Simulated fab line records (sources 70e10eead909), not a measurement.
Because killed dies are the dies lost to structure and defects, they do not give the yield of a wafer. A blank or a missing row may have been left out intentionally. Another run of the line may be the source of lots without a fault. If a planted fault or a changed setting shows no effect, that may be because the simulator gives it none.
Chamber matching / flow nandHarc / NHARC_A_DECK1_JOINT_ETCHBACK_07 on rieSi-02 has 4 sister chambers
The step etches the open film in HBr, target depth 105 nm, time 26.9 s. 4 wafers are shown with their chamber, then 9 later ones without.

== WAFERS WITH THEIR CHAMBER ==
wafer=L524.3; chamber=1; drypumpMotorCurrentA (A)=5.5
wafer=L528.2; chamber=0; drypumpMotorCurrentA (A)=5.6
wafer=L529.5; chamber=3; drypumpMotorCurrentA (A)=5.8
wafer=L529.6; chamber=2; drypumpMotorCurrentA (A)=6.2

== WAFERS WITH NO CHAMBER GIVEN ==
wafer=L530.1; drypumpMotorCurrentA (A)=5.8
wafer=L530.2; drypumpMotorCurrentA (A)=5.6
wafer=L530.5; drypumpMotorCurrentA (A)=6.2
wafer=L532.1; drypumpMotorCurrentA (A)=5.8
wafer=L532.2; drypumpMotorCurrentA (A)=5.6
wafer=L532.3; drypumpMotorCurrentA (A)=5.5
wafer=L535.1; drypumpMotorCurrentA (A)=5.5
wafer=L535.3; drypumpMotorCurrentA (A)=6.1
wafer=L535.6; drypumpMotorCurrentA (A)=6.1

== CHAMBER TAKEN BY EACH ==
wafer=L530.1; from the rows above=3; in truth=3
wafer=L530.2; from the rows above=0; in truth=0
wafer=L530.5; from the rows above=2; in truth=2
wafer=L532.1; from the rows above=3; in truth=3
wafer=L532.2; from the rows above=0; in truth=0
wafer=L532.3; from the rows above=1; in truth=1
wafer=L535.1; from the rows above=1; in truth=1
wafer=L535.3; from the rows above=2; in truth=2
wafer=L535.6; from the rows above=2; in truth=2
Correctly placed: 9 of 9. Not placeable from these rows: 0. 0 placed wrongly.
How it was worked out, from the rows above alone: a wafer's distance from a chamber is the root of the sum, over the readings, of the square of ((its reading less the chamber's mean) divided by the reading's scatter). If the next closest chamber is less than 2 further off than the closest, the wafer can't be placed; otherwise it belongs to the closest. For every chamber, the mean is computed from those of its wafers that are shown. The scatter (one wafer shown for each chamber): square how far every hidden wafer sits from the nearest shown wafer, average those squares and take the square root.
